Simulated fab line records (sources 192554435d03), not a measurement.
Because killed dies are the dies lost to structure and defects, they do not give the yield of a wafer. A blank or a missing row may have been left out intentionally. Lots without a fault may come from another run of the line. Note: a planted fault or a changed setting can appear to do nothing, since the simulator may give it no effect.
Matching of chambers | flow n5_finfet | N5_HKMG_FIN_ETCH_31 on rie_diel-03 has 4 sister chambers
The step etches SiARC in CF4, target depth 45.5 nm, time 75.8 s. 4 wafers are shown with their chamber, then 7 later ones without.

## WAFERS PAIRED WITH THEIR CHAMBERS
wafer  | chamber | showerhead_plenum_p_Torr (Torr)
L888.2 | 1       | 2.03
L888.3 | 2       | 2.27
L895.2 | 0       | 2.05
L895.5 | 3       | 2.25

## WAFERS WITHOUT THEIR CHAMBER
wafer  | showerhead_plenum_p_Torr (Torr)
L895.6 | 2.27
L897.1 | 2.25
L897.2 | 2.28
L897.5 | 2.05
L899.3 | 2.24
L899.4 | 2.05
L899.5 | 2.28

## THE CHAMBER EACH PASSED THROUGH
wafer  | from the rows above | in truth
L895.6 | 2                   | 2
L897.1 | 3                   | 3
L897.2 | 2                   | 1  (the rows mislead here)
L897.5 | 0                   | 0
L899.3 | 3                   | 3
L899.4 | 0                   | 0
L899.5 | 2                   | 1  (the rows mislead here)
Placed correctly: 5 of 7. Number that these rows cannot place: 0. Placed wrongly: 2.
How it was worked out, from the rows above alone: a wafer's distance from a chamber is the root of the sum, over the readings, of the square of ((its reading less the chamber's mean) divided by the reading's scatter). The wafer belongs to the nearest chamber; if the next one is less than 2 further off, it can't be placed. The mean given for a chamber averages the wafers shown for that chamber. The scatter: with one shown wafer a chamber, the root of the mean of the squares of how far each hidden wafer lies from its nearest shown one.
